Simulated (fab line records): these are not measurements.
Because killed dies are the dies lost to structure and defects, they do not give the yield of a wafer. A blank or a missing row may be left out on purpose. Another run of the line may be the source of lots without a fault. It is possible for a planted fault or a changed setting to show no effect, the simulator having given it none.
Which tool did it? | flow nand_harc | 72 wafers from 24 lots sampled at 6 of the route's 1159 steps

== WHAT EACH GAUGE READ, for each wafer ==
NHARC_P_M0_INSPECT_27.
lot  | measured     | on                | raw_defect_count
L074 | day 6 01:29  | defect_inspect-01 | 280 260 269
L076 | day 6 08:14  | defect_inspect-01 | 419 261 359
L075 | day 6 11:39  | defect_inspect-02 | 187 182 177
L077 | day 6 12:53  | defect_inspect-01 | 230 404 310
L078 | day 7 02:44  | defect_inspect-02 | 294 259 412
L079 | day 7 03:20  | defect_inspect-01 | 392 679 340
L080 | day 7 04:24  | defect_inspect-02 | 239 360 325
L081 | day 7 12:38  | defect_inspect-01 | 424 227 373
L082 | day 7 21:14  | defect_inspect-02 | 233 298 421
L083 | day 8 03:37  | defect_inspect-02 | 209 227 264
L085 | day 8 12:38  | defect_inspect-02 | 223 234 246
L084 | day 8 12:59  | defect_inspect-02 | 288 274 175
L086 | day 9 02:33  | defect_inspect-02 | 262 219 400
L087 | day 9 03:38  | defect_inspect-02 | 222 901 258
L088 | day 9 23:22  | defect_inspect-02 | 324 443 363
L089 | day 10 01:25 | defect_inspect-02 | 292 292 573
L091 | day 10 04:35 | defect_inspect-01 | 434 236 284
L090 | day 10 05:26 | defect_inspect-02 | 254 352 194
L092 | day 10 08:31 | defect_inspect-02 | 242 189 284
L093 | day 10 10:41 | defect_inspect-02 | 438 295 190
L094 | day 10 22:12 | defect_inspect-02 | 400 328 331
L095 | day 11 09:26 | defect_inspect-02 | 196 229 219
L096 | day 11 10:17 | defect_inspect-02 | 303 329 250
L097 | day 11 15:11 | defect_inspect-02 | 140 287 375

NHARC_P_M1_CD_MEAS_16.
lot  | measured     | on        | cd_nm (nm)
L074 | day 6 03:14  | cd_sem-01 | 128.9 128.2 129.1
L076 | day 6 10:11  | cd_sem-01 | 130.7 129.6 130.4
L075 | day 6 13:50  | cd_sem-02 | 130.3 128.9 129.3
L077 | day 6 14:50  | cd_sem-03 | 128.8 128.0 127.7
L078 | day 7 04:47  | cd_sem-03 | 129.8 129.7 130.6
L079 | day 7 05:13  | cd_sem-01 | 127.5 129.8 129.3
L080 | day 7 06:32  | cd_sem-02 | 129.9 129.5 129.5
L081 | day 7 14:30  | cd_sem-03 | 128.9 127.3 130.1
L082 | day 7 23:19  | cd_sem-01 | 128.8 129.1 130.5
L083 | day 8 05:29  | cd_sem-02 | 129.9 129.7 130.2
L085 | day 8 14:31  | cd_sem-02 | 130.6 128.4 129.7
L084 | day 8 15:20  | cd_sem-01 | 129.4 129.0 130.6
L086 | day 9 04:26  | cd_sem-03 | 129.7 129.1 128.7
L087 | day 9 05:25  | cd_sem-01 | 130.2 129.0 129.3
L088 | day 10 01:25 | cd_sem-03 | 129.4 130.1 130.0
L089 | day 10 03:17 | cd_sem-02 | 129.1 129.3 129.8
L091 | day 10 06:22 | cd_sem-02 | 128.0 129.1 129.6
L090 | day 10 07:18 | cd_sem-01 | 129.4 128.8 129.3
L092 | day 10 10:23 | cd_sem-03 | 131.5 129.6 129.9
L093 | day 10 12:51 | cd_sem-03 | 130.4 129.3 129.3
L094 | day 11 00:10 | cd_sem-03 | 131.0 130.6 129.4
L095 | day 11 11:10 | cd_sem-01 | 129.7 129.4 129.8
L096 | day 11 12:05 | cd_sem-01 | 130.1 129.9 130.4
L097 | day 11 17:04 | cd_sem-03 | 128.7 130.0 127.9

== WHAT TOOL EACH LOT RAN ON (gives the tool, then ch and the chambers of the sampled wafers, and finally the start) ==
lot  | NHARC_P_CONTACT_ETCH_31                       | NHARC_P_CONTACT_CVD_23                   | NHARC_P_M0_DESCUM_14               | NHARC_P_M1_ETCH_35
L074 | rie_diel-10 ch 0,1,2, day 5 16:06             | cvd_w-02 ch 0,1, day 5 22:59 or earlier  | rie_diel-05 ch 0,2,3, day 5 22:59  | rie_diel-13 ch 0,2,3, day 6 03:01
L076 | rie_diel-10 ch 0,1,2, day 6 05:45 or earlier  | cvd_w-02 ch 0,1, day 6 05:45 or earlier  | rie_diel-05 ch 0,1,2, day 6 05:45  | rie_diel-09 ch 1,2,3, day 6 09:58
L075 | rie_diel-07 ch 1,2, day 6 09:11 or earlier    | cvd_w-01 ch 0, day 6 09:11 or earlier    | rie_diel-01 ch 0,1, day 6 09:11    | rie_diel-13 ch 1,2,3, day 6 13:37
L077 | rie_diel-07 ch 0,2,3, day 6 10:23 or earlier  | cvd_w-02 ch 0,1, day 6 10:23 or earlier  | rie_diel-01 ch 1,2, day 6 10:23    | rie_diel-13 ch 1,2,3, day 6 14:37
L078 | rie_diel-04 ch 0,3, day 7 00:11 or earlier    | cvd_w-01 ch 0,1, day 7 00:11 or earlier  | rie_diel-05 ch 1,2, day 7 00:11    | rie_diel-13 ch 1,3, day 7 04:34
L079 | rie_diel-04 ch 0,2,3, day 7 00:52 or earlier  | cvd_w-01 ch 0,1, day 7 00:52 or earlier  | rie_diel-05 ch 0,1,2, day 7 00:52  | rie_diel-08 ch 0,1,2, day 7 05:01
L080 | rie_diel-04 ch 0,2,3, day 7 01:54 or earlier  | cvd_w-02 ch 0,1, day 7 01:54 or earlier  | rie_diel-05 ch 0,2,3, day 7 01:54  | rie_diel-09 ch 0,1, day 7 06:17
L081 | rie_diel-10 ch 0,1,2, day 7 10:09 or earlier  | cvd_w-02 ch 0,1, day 7 10:09 or earlier  | rie_diel-01 ch 1,2,3, day 7 10:09  | rie_diel-13 ch 2,3, day 7 14:17
L082 | rie_diel-10 ch 1,2,3, day 7 18:34 or earlier  | cvd_w-02 ch 1, day 7 18:34 or earlier    | rie_diel-01 ch 1,3, day 7 18:34    | rie_diel-09 ch 0,1,2, day 7 23:07
L083 | rie_diel-04 ch 2,3, day 8 01:08 or earlier    | cvd_w-02 ch 0,1, day 8 01:08 or earlier  | rie_diel-01 ch 1,2, day 8 01:08    | rie_diel-09 ch 0,1,3, day 8 05:17
L085 | rie_diel-04 ch 1,2, day 8 10:10 or earlier    | cvd_w-02 ch 0,1, day 8 10:10 or earlier  | rie_diel-05 ch 1,2, day 8 10:10    | rie_diel-13 ch 0,1,2, day 8 14:19
L084 | rie_diel-10 ch 1,2, day 8 10:31 or earlier    | cvd_w-01 ch 0,1, day 8 10:31 or earlier  | rie_diel-01 ch 2,3, day 8 10:31    | rie_diel-08 ch 1,2,3, day 8 15:07
L086 | rie_diel-10 ch 0,1,2, day 9 00:05 or earlier  | cvd_w-01 ch 0,1, day 9 00:05 or earlier  | rie_diel-01 ch 0,1,2, day 9 00:05  | rie_diel-08 ch 0,1,3, day 9 04:13
L087 | rie_diel-10 ch 0,2,3, day 9 01:11 or earlier  | cvd_w-02 ch 0,1, day 9 01:11 or earlier  | rie_diel-05 ch 0,2,3, day 9 01:11  | rie_diel-08 ch 1,2, day 9 05:12
L088 | rie_diel-04 ch 1,2, day 9 20:53 or earlier    | cvd_w-01 ch 0,1, day 9 20:53 or earlier  | rie_diel-05 ch 0,3, day 9 20:53    | rie_diel-09 ch 1,2, day 10 01:08
L089 | rie_diel-04 ch 1,2,3, day 9 22:56 or earlier  | cvd_w-02 ch 1, day 9 22:56 or earlier    | rie_diel-12 ch 0,3, day 9 22:56    | rie_diel-09 ch 1,2, day 10 02:59
L091 | rie_diel-04 ch 0,1,2, day 10 01:59 or earlier | cvd_w-02 ch 0,1, day 10 01:59 or earlier | rie_diel-12 ch 1,2,3, day 10 01:59 | rie_diel-08 ch 0,1,3, day 10 06:09
L090 | rie_diel-10 ch 1,3, day 10 02:46 or earlier   | cvd_w-02 ch 0,1, day 10 02:46 or earlier | rie_diel-01 ch 0,1,3, day 10 02:46 | rie_diel-08 ch 0,1, day 10 07:05
L092 | rie_diel-04 ch 0,2,3, day 10 05:57 or earlier | cvd_w-01 ch 0,1, day 10 05:57 or earlier | rie_diel-01 ch 0,2,3, day 10 05:57 | rie_diel-08 ch 0,1,2, day 10 10:10
L093 | rie_diel-10 ch 0,1,2, day 10 08:10 or earlier | cvd_w-02 ch 0,1, day 10 08:10 or earlier | rie_diel-12 ch 0,1,3, day 10 08:10 | rie_diel-09 ch 1,2, day 10 12:37
L094 | rie_diel-10 ch 0,1,3, day 10 19:41 or earlier | cvd_w-02 ch 0,1, day 10 19:41 or earlier | rie_diel-05 ch 0,3, day 10 19:41   | rie_diel-08 ch 0,1,3, day 10 23:57
L095 | rie_diel-04 ch 2,3, day 11 06:58 or earlier   | cvd_w-02 ch 0,1, day 11 06:58 or earlier | rie_diel-01 ch 0,1,2, day 11 06:58 | rie_diel-13 ch 2,3, day 11 10:57
L096 | rie_diel-04 ch 2,3, day 11 07:49 or earlier   | cvd_w-02 ch 0,1, day 11 07:49 or earlier | rie_diel-01 ch 0,3, day 11 07:49   | rie_diel-09 ch 2,3, day 11 11:50
L097 | rie_diel-10 ch 0,2,3, day 11 12:42 or earlier | cvd_w-02 ch 0,1, day 11 12:42 or earlier | rie_diel-05 ch 0,2,3, day 11 12:42 | rie_diel-08 ch 0,1,2, day 11 16:50
- NHARC_P_CONTACT_ETCH_31: etches the open film in CH3F/O2, target depth 30 nm, time 85.7 s.
- NHARC_P_CONTACT_CVD_23: deposits W, target thk 200 nm, time 557 s.
- NHARC_P_M0_DESCUM_14: chemistry O2, time 3 s.
- NHARC_P_M1_ETCH_35: etches the open film in N2/H2, target depth 40 nm, overetch 12 nm, time 43.94 s.

== WHAT THE TOOLS THEMSELVES READ (means of the sampled wafers that have a number; where no wafer has one, the mark that the record gives instead) ==
NHARC_P_CONTACT_ETCH_31.
lot  | tool        | drypump_motor_current_A (A) | oes_product_au (a.u.) | rf_vpp_V (V) | showerhead_plenum_p_Torr (Torr) | throttle_valve_pct (%)
L074 | rie_diel-10 | 5.8                         | 0.990                 | 243.6        | 2.44                            | 20.660
L076 | rie_diel-10 | 5.8                         | 0.984                 | 244.6        | 2.44                            | 20.661
L075 | rie_diel-07 | 6.3                         | 0.971                 | 244.3        | 2.44                            | 20.669
L077 | rie_diel-07 | 5.5                         | 0.982                 | 244.8        | 2.49                            | 20.663
L078 | rie_diel-04 | 5.3                         | 0.999                 | 245.2        | 2.53                            | 20.664
L079 | rie_diel-04 | 5.5                         | 0.980                 | 245.5        | 2.57                            | 20.665
L080 | rie_diel-04 | 5.5                         | 0.992                 | 245.8        | 2.57                            | 20.663
L081 | rie_diel-10 | 5.8                         | 0.974                 | 243.4        | 2.44                            | 20.665
L082 | rie_diel-10 | 5.9                         | 0.956                 | 244.0        | 2.43                            | 20.659
L083 | rie_diel-04 | 5.8                         | 0.978                 | 246.5        | 2.60                            | 20.663
L085 | rie_diel-04 | 5.7                         | 0.958                 | 246.7        | 2.60                            | 20.677
L084 | rie_diel-10 | 5.9                         | 0.991                 | 243.8        | 2.45                            | 20.660
L086 | rie_diel-10 | 5.8                         | 0.982                 | 244.7        | 2.43                            | 20.666
L087 | rie_diel-10 | 5.8                         | 0.976                 | 244.2        | 2.41                            | 20.664
L088 | rie_diel-04 | 5.8                         | 0.990                 | 245.8        | 2.59                            | 20.648
L089 | rie_diel-04 | 5.9                         | 0.984                 | 246.4        | 2.59                            | 20.669
L091 | rie_diel-04 | 5.5                         | 0.981                 | 246.1        | 2.57                            | 20.667
L090 | rie_diel-10 | 6.1                         | 0.991                 | 244.1        | 2.41                            | 20.648
L092 | rie_diel-04 | 5.5                         | 0.989                 | 245.7        | 2.56                            | 20.662
L093 | rie_diel-10 | 5.8                         | 0.973                 | 243.8        | 2.43                            | 20.668
L094 | rie_diel-10 | 6.0                         | 0.995                 | 242.9        | 2.40                            | 20.658
L095 | rie_diel-04 | 5.8                         | 0.991                 | 245.7        | 2.60                            | 20.661
L096 | rie_diel-04 | 6.0                         | 0.966                 | 246.1        | 2.58                            | 20.652
L097 | rie_diel-10 | 5.7                         | 0.988                 | 244.0        | 2.41                            | 20.660

NHARC_P_CONTACT_CVD_23.
lot  | tool     | heater_power_w (W) | throttle_valve_pct (%)
L074 | cvd_w-02 | 469                | 8.21
L076 | cvd_w-02 | 483                | 8.21
L075 | cvd_w-01 | 466                | 7.73
L077 | cvd_w-02 | 480                | 8.30
L078 | cvd_w-01 | 472                | 7.90
L079 | cvd_w-01 | 483                | 8.09
L080 | cvd_w-02 | 488                | 7.93
L081 | cvd_w-02 | 492                | 8.09
L082 | cvd_w-02 | 498                | 8.19
L083 | cvd_w-02 | 478                | 8.07
L085 | cvd_w-02 | 484                | 8.16
L084 | cvd_w-01 | 472                | 7.98
L086 | cvd_w-01 | 485                | 8.20
L087 | cvd_w-02 | 497                | 8.03
L088 | cvd_w-01 | 482                | 8.37
L089 | cvd_w-02 | 490                | 8.25
L091 | cvd_w-02 | 473                | 7.96
L090 | cvd_w-02 | 474                | 7.90
L092 | cvd_w-01 | 482                | 8.06
L093 | cvd_w-02 | 492                | 8.02
L094 | cvd_w-02 | 485                | 8.11
L095 | cvd_w-02 | 485                | 8.18
L096 | cvd_w-02 | 491                | 8.04
L097 | cvd_w-02 | 484                | 7.90

NHARC_P_M0_DESCUM_14.
lot  | tool        | drypump_motor_current_A (A) | oes_product_au (a.u.) | rf_vpp_V (V) | showerhead_plenum_p_Torr (Torr) | throttle_valve_pct (%)
L074 | rie_diel-05 | 5.4                         | 0.993                 | 57.8         | 1.95                            | 11.319
L076 | rie_diel-05 | 5.8                         | 0.996                 | 58.0         | 1.94                            | 11.317
L075 | rie_diel-01 | 6.3                         | 0.996                 | 58.7         | 2.01                            | 11.301
L077 | rie_diel-01 | 5.3                         | 0.991                 | 58.0         | 1.92                            | 11.318
L078 | rie_diel-05 | 5.5                         | 0.993                 | 57.6         | 1.90                            | 11.310
L079 | rie_diel-05 | 5.8                         | 0.994                 | 58.1         | 1.94                            | 11.310
L080 | rie_diel-05 | 5.4                         | 0.996                 | 59.0         | 1.95                            | 11.310
L081 | rie_diel-01 | 5.8                         | 0.987                 | 57.9         | 1.91                            | 11.306
L082 | rie_diel-01 | 6.4                         | 0.990                 | 56.5         | 1.89                            | 11.316
L083 | rie_diel-01 | 5.4                         | 0.994                 | 57.6         | 1.92                            | 11.306
L085 | rie_diel-05 | 5.9                         | 1.003                 | 57.7         | 1.93                            | 11.314
L084 | rie_diel-01 | 5.9                         | 1.001                 | 57.8         | 1.85                            | 11.310
L086 | rie_diel-01 | 5.8                         | 0.990                 | 57.9         | 1.97                            | 11.316
L087 | rie_diel-05 | 5.4                         | 1.004                 | 57.9         | 1.95                            | 11.320
L088 | rie_diel-05 | 5.5                         | 1.001                 | 59.0         | 2.00                            | 11.314
L089 | rie_diel-12 | 6.3                         | 0.988                 | 57.7         | 1.90                            | 11.319
L091 | rie_diel-12 | 6.3                         | 1.004                 | 58.0         | 1.99                            | 11.314
L090 | rie_diel-01 | 6.4                         | 0.990                 | 58.4         | 1.95                            | 11.304
L092 | rie_diel-01 | 5.9                         | 0.988                 | 58.2         | 1.90                            | 11.302
L093 | rie_diel-12 | 6.2                         | 1.002                 | 57.8         | 1.92                            | 11.312
L094 | rie_diel-05 | 5.5                         | 0.992                 | 58.1         | 2.00                            | 11.309
L095 | rie_diel-01 | 5.8                         | 0.984                 | 57.8         | 1.97                            | 11.312
L096 | rie_diel-01 | 6.3                         | 1.000                 | 58.4         | 1.95                            | 11.307
L097 | rie_diel-05 | 5.4                         | 1.005                 | 57.8         | 1.95                            | 11.320

NHARC_P_M1_ETCH_35.
lot  | tool        | drypump_motor_current_A (A) | oes_product_au (a.u.) | rf_vpp_V (V) | showerhead_plenum_p_Torr (Torr) | throttle_valve_pct (%)
L074 | rie_diel-13 | 6.2                         | 1.004                 | 430.0        | 1.99                            | 14.174
L076 | rie_diel-09 | 5.5                         | 1.003                 | 431.9        | 2.11                            | 14.155
L075 | rie_diel-13 | 6.2                         | 1.001                 | 430.9        | 2.03                            | 14.164
L077 | rie_diel-13 | 6.2                         | 0.999                 | 429.6        | 2.03                            | 14.170
L078 | rie_diel-13 | 6.4                         | 0.997                 | 431.1        | 2.08                            | 14.170
L079 | rie_diel-08 | 5.7                         | 1.004                 | 426.8        | 1.94                            | 14.164
L080 | rie_diel-09 | 5.4                         | 1.003                 | 432.1        | 2.11                            | 14.168
L081 | rie_diel-13 | 6.4                         | 0.992                 | 430.1        | 2.03                            | 14.180
L082 | rie_diel-09 | 5.5                         | 1.011                 | 430.1        | 2.04                            | 14.176
L083 | rie_diel-09 | 5.5                         | 0.992                 | 432.5        | 2.10                            | 14.167
L085 | rie_diel-13 | 6.0                         | 1.005                 | 430.4        | 1.99                            | 14.171
L084 | rie_diel-08 | 5.7                         | 1.003                 | 429.6        | 1.98                            | 14.176
L086 | rie_diel-08 | 5.7                         | 0.997                 | 428.4        | 1.97                            | 14.175
L087 | rie_diel-08 | 5.7                         | 1.001                 | 428.4        | 1.96                            | 14.170
L088 | rie_diel-09 | 5.5                         | 1.014                 | 431.6        | 2.06                            | 14.166
L089 | rie_diel-09 | 5.6                         | 1.010                 | 431.2        | 2.06                            | 14.167
L091 | rie_diel-08 | 5.7                         | 1.004                 | 429.1        | 1.97                            | 14.173
L090 | rie_diel-08 | 5.8                         | 1.002                 | 426.9        | 1.93                            | 14.174
L092 | rie_diel-08 | 5.7                         | 1.002                 | 428.4        | 1.94                            | 14.169
L093 | rie_diel-09 | 5.5                         | 1.003                 | 431.1        | 2.06                            | 14.175
L094 | rie_diel-08 | 5.7                         | 1.006                 | 428.0        | 1.97                            | 14.181
L095 | rie_diel-13 | 6.4                         | 1.009                 | 430.8        | 2.03                            | 14.176
L096 | rie_diel-09 | 5.6                         | 0.987                 | 432.0        | 2.09                            | 14.172
L097 | rie_diel-08 | 5.7                         | 0.997                 | 427.3        | 1.94                            | 14.167

== THE ANSWER, worked out from the rows above alone ==
Rule: the lots themselves supply what counts as usual. Put in order of their means at a reading, lots are off if they are a third of the lots or fewer, leave a main group of 4 or more, and stand apart from it by a gap of 3 or more times the standard deviation of the main group's means; of several such gaps the widest counts. The tables above print the reading to a certain number of digits; a main group whose means all agree to those digits is not used. A lot without any number at a reading at which 4 lots or more have one is off too. Where the step has rows for the other lots, those lots are counted as sound. The gauges are gone through in route order, then the tools' own readings, and for those a lot's mean is taken as printed above. At the first step where some lot is off, the reading lying furthest off is the one used; lots without a number count as furthest.
No lot is off on any of the readings shown, so nothing can be concluded from this.

== WHAT THE SIMULATOR HAD INSERTED ==
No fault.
